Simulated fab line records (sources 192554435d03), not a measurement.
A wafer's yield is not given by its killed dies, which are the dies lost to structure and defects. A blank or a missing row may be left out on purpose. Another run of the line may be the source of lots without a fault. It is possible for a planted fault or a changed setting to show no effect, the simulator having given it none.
Lot-split experiment / flow n5_finfet / on a route of 1938 steps: 7 lots, 39 wafers read

== SPLIT DETAILS ==
At N5_SDB_ALD_29 (deposits SiNx, target thk 30 nm, pulse time 1 s, ald cycles 600), the setting ald_cycles was moved away from the recipe's 600 on 9 of the 39 wafers read, by -27.8% to +33.2%. This setting was run at the recipe's value on the other wafers.

Reading taken at the split's own step.

== THE READING ==
SiNx_of_SDB_ALD_29.thk_nm (the simulator's own value, which no gauge read), in nm, at N5_SDB_ALD_29 (deposits SiNx, target thk 30 nm, pulse time 1 s, ald cycles 600). The file does not state a usual value for it. The 30 wafers here that ran the recipe average 30.1 nm, standard deviation 0.13 nm.

wafer=L075.1; tool, chamber at the split=ald_sin-01, 2,1,3,1; ald_cycles as run=600; against the recipe=recipe; SiNx_of_SDB_ALD_29.thk_nm, nm=30.2; against lot-mates on the recipe=-
wafer=L075.2; tool, chamber at the split=ald_sin-01, 2,1,3,1; ald_cycles as run=600; against the recipe=recipe; SiNx_of_SDB_ALD_29.thk_nm, nm=30.2; against lot-mates on the recipe=-
wafer=L075.3; tool, chamber at the split=ald_sin-01, 2,1,3,1; ald_cycles as run=600; against the recipe=recipe; SiNx_of_SDB_ALD_29.thk_nm, nm=30.2; against lot-mates on the recipe=-
wafer=L075.6; tool, chamber at the split=ald_sin-01, 2,1,3,1; ald_cycles as run=600; against the recipe=recipe; SiNx_of_SDB_ALD_29.thk_nm, nm=30.2; against lot-mates on the recipe=-
wafer=L075.4; tool, chamber at the split=ald_sin-01, 0; ald_cycles as run=600; against the recipe=recipe; SiNx_of_SDB_ALD_29.thk_nm, nm=30; against lot-mates on the recipe=-
wafer=L075.5; tool, chamber at the split=ald_sin-01, 0; ald_cycles as run=600; against the recipe=recipe; SiNx_of_SDB_ALD_29.thk_nm, nm=30; against lot-mates on the recipe=-
wafer=L078.1; tool, chamber at the split=ald_sin-03, 3; ald_cycles as run=600; against the recipe=recipe; SiNx_of_SDB_ALD_29.thk_nm, nm=30.2; against lot-mates on the recipe=-
wafer=L078.2; tool, chamber at the split=ald_sin-03, 1,2; ald_cycles as run=600; against the recipe=recipe; SiNx_of_SDB_ALD_29.thk_nm, nm=30; against lot-mates on the recipe=-
wafer=L078.5; tool, chamber at the split=ald_sin-03, 1,2; ald_cycles as run=600; against the recipe=recipe; SiNx_of_SDB_ALD_29.thk_nm, nm=30; against lot-mates on the recipe=-
wafer=L078.3; tool, chamber at the split=ald_sin-03, 0; ald_cycles as run=433; against the recipe=-27.8%; SiNx_of_SDB_ALD_29.thk_nm, nm=21.8; against lot-mates on the recipe=-8.3
wafer=L078.4; tool, chamber at the split=ald_sin-03, 2,1; ald_cycles as run=433; against the recipe=-27.8%; SiNx_of_SDB_ALD_29.thk_nm, nm=21.6; against lot-mates on the recipe=-8.5
wafer=L078.6; tool, chamber at the split=ald_sin-03, 2,1; ald_cycles as run=433; against the recipe=-27.8%; SiNx_of_SDB_ALD_29.thk_nm, nm=21.6; against lot-mates on the recipe=-8.5
wafer=L085.1; tool, chamber at the split=ald_sin-02, 0,2; ald_cycles as run=600; against the recipe=recipe; SiNx_of_SDB_ALD_29.thk_nm, nm=30.2; against lot-mates on the recipe=-
wafer=L085.3; tool, chamber at the split=ald_sin-02, 0,2; ald_cycles as run=600; against the recipe=recipe; SiNx_of_SDB_ALD_29.thk_nm, nm=30.2; against lot-mates on the recipe=-
wafer=L085.2; tool, chamber at the split=ald_sin-02, 1,3,2; ald_cycles as run=600; against the recipe=recipe; SiNx_of_SDB_ALD_29.thk_nm, nm=30; against lot-mates on the recipe=-
wafer=L085.4; tool, chamber at the split=ald_sin-02, 1,3,2; ald_cycles as run=600; against the recipe=recipe; SiNx_of_SDB_ALD_29.thk_nm, nm=30; against lot-mates on the recipe=-
wafer=L085.6; tool, chamber at the split=ald_sin-02, 1,3,2; ald_cycles as run=600; against the recipe=recipe; SiNx_of_SDB_ALD_29.thk_nm, nm=30; against lot-mates on the recipe=-
wafer=L085.5; tool, chamber at the split=ald_sin-02, 3; ald_cycles as run=600; against the recipe=recipe; SiNx_of_SDB_ALD_29.thk_nm, nm=29.8; against lot-mates on the recipe=-
wafer=L087.2; tool, chamber at the split=ald_sin-01, 1; ald_cycles as run=600; against the recipe=recipe; SiNx_of_SDB_ALD_29.thk_nm, nm=30.2; against lot-mates on the recipe=-
wafer=L087.4; tool, chamber at the split=ald_sin-01, 0,2; ald_cycles as run=600; against the recipe=recipe; SiNx_of_SDB_ALD_29.thk_nm, nm=30; against lot-mates on the recipe=-
wafer=L087.6; tool, chamber at the split=ald_sin-01, 0,2; ald_cycles as run=600; against the recipe=recipe; SiNx_of_SDB_ALD_29.thk_nm, nm=30; against lot-mates on the recipe=-
wafer=L090.1; tool, chamber at the split=ald_sin-03, 0; ald_cycles as run=600; against the recipe=recipe; SiNx_of_SDB_ALD_29.thk_nm, nm=30.2; against lot-mates on the recipe=-
wafer=L090.2; tool, chamber at the split=ald_sin-03, 1,2; ald_cycles as run=799; against the recipe=+33.2%; SiNx_of_SDB_ALD_29.thk_nm, nm=40; against lot-mates on the recipe=+10.1
wafer=L090.4; tool, chamber at the split=ald_sin-03, 1,2; ald_cycles as run=799; against the recipe=+33.2%; SiNx_of_SDB_ALD_29.thk_nm, nm=40; against lot-mates on the recipe=+10.1
wafer=L090.3; tool, chamber at the split=ald_sin-03, 3; ald_cycles as run=799; against the recipe=+33.2%; SiNx_of_SDB_ALD_29.thk_nm, nm=40.2; against lot-mates on the recipe=+10.3
wafer=L090.5; tool, chamber at the split=ald_sin-03, 1,0; ald_cycles as run=600; against the recipe=recipe; SiNx_of_SDB_ALD_29.thk_nm, nm=29.8; against lot-mates on the recipe=-
wafer=L090.6; tool, chamber at the split=ald_sin-03, 1,0; ald_cycles as run=600; against the recipe=recipe; SiNx_of_SDB_ALD_29.thk_nm, nm=29.8; against lot-mates on the recipe=-
wafer=L091.1; tool, chamber at the split=ald_sin-03, 0,3,3; ald_cycles as run=600; against the recipe=recipe; SiNx_of_SDB_ALD_29.thk_nm, nm=30.2; against lot-mates on the recipe=-
wafer=L091.4; tool, chamber at the split=ald_sin-03, 0,3,3; ald_cycles as run=600; against the recipe=recipe; SiNx_of_SDB_ALD_29.thk_nm, nm=30.2; against lot-mates on the recipe=-
wafer=L091.5; tool, chamber at the split=ald_sin-03, 0,3,3; ald_cycles as run=600; against the recipe=recipe; SiNx_of_SDB_ALD_29.thk_nm, nm=30.2; against lot-mates on the recipe=-
wafer=L091.2; tool, chamber at the split=ald_sin-03, 2,1,0; ald_cycles as run=600; against the recipe=recipe; SiNx_of_SDB_ALD_29.thk_nm, nm=30; against lot-mates on the recipe=-
wafer=L091.3; tool, chamber at the split=ald_sin-03, 2,1,0; ald_cycles as run=600; against the recipe=recipe; SiNx_of_SDB_ALD_29.thk_nm, nm=30; against lot-mates on the recipe=-
wafer=L091.6; tool, chamber at the split=ald_sin-03, 2,1,0; ald_cycles as run=600; against the recipe=recipe; SiNx_of_SDB_ALD_29.thk_nm, nm=30; against lot-mates on the recipe=-
wafer=L093.1; tool, chamber at the split=ald_sin-02, 3,1; ald_cycles as run=600; against the recipe=recipe; SiNx_of_SDB_ALD_29.thk_nm, nm=30; against lot-mates on the recipe=-
wafer=L093.3; tool, chamber at the split=ald_sin-02, 3,1; ald_cycles as run=600; against the recipe=recipe; SiNx_of_SDB_ALD_29.thk_nm, nm=30; against lot-mates on the recipe=-
wafer=L093.2; tool, chamber at the split=ald_sin-02, 0,2; ald_cycles as run=474; against the recipe=-21.0%; SiNx_of_SDB_ALD_29.thk_nm, nm=24; against lot-mates on the recipe=-6.1
wafer=L093.5; tool, chamber at the split=ald_sin-02, 0,2; ald_cycles as run=474; against the recipe=-21.0%; SiNx_of_SDB_ALD_29.thk_nm, nm=24; against lot-mates on the recipe=-6.1
wafer=L093.4; tool, chamber at the split=ald_sin-02, 2; ald_cycles as run=600; against the recipe=recipe; SiNx_of_SDB_ALD_29.thk_nm, nm=30.2; against lot-mates on the recipe=-
wafer=L093.6; tool, chamber at the split=ald_sin-02, 3; ald_cycles as run=474; against the recipe=-21.0%; SiNx_of_SDB_ALD_29.thk_nm, nm=23.6; against lot-mates on the recipe=-6.5
The file does not say which wafer passed through which chamber wherever a row lists several chambers: such a row stands for several wafers.

THE FIT
A straight line over all 39 wafers: SiNx_of_SDB_ALD_29.thk_nm changes by +0.3 nm for each +1% of ald_cycles; r = +1.00; the points scatter about the line by 0.14 nm.
The same after taking each lot's own level away (the mean of its wafers on the recipe; 39 wafers): +0.302 nm for each +1%; r = +1.00; scatter 0.13 nm.
According to that fit, moving ald_cycles by its largest amount changes the reading by 10 nm.
From 29.93 to 30.13 nm: that is the span of the lots' own levels, equal to 1.5 times the standard deviation above.
Consequently the slope shifts little with the lot-to-lot level, the two slopes agreeing.
Check: +10 nm against its lot-mates is what the line predicts for one of the wafers moved furthest among these (+33.2%) when that wafer is left out of the fit. Against them it came out at +10.1 nm.

== FURTHER SPLITS ON THESE WAFERS ==
Before the reading, these wafers also passed through other splits. Each is held against what the fit with the lots' levels taken away leaves over:
other split on the same wafers=N5_FIN_SAQP_SPACER1_ALD_24 ald_cycles; wafers away from the commonest value=9; r with SiNx_of_SDB_ALD_29.thk_nm (lot level and that fit taken away)=+0.00
other split on the same wafers=N5_SD_EPI_N_ETCH_16 target_depth_a; wafers away from the commonest value=18; r with SiNx_of_SDB_ALD_29.thk_nm (lot level and that fit taken away)=-0.06

== THE WHOLE CHAIN: every reading that the file lists as answering this split, in the file's order ==
step=N5_SDB_ALD_29; what it does=deposits SiNx, target thk 30 nm, pulse time 1 s, ald cycles 600; reading=SiNx_of_SDB_ALD_29.thk_nm (the simulator's own value, which no gauge read); change (the file's fit)=+0.302 nm for each +1% of the setting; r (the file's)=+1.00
step=N5_SDB_CMP_30; what it does=polishes, stops on poly-Si, t overpolish 1.54 s, target thk 30 nm; reading=SiNx_of_SDB_ALD_29.thk_nm (the simulator's own value, which no gauge read); change (the file's fit)=not straight: 21.67 at the lowest setting, 30.07 at the recipe, 30.6 at the highest; r (the file's)=not given

== THE FILE'S OWN FIT ==
SiNx_of_SDB_ALD_29.thk_nm changes by +0.302 nm for each +1% of ald_cycles, r = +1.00.
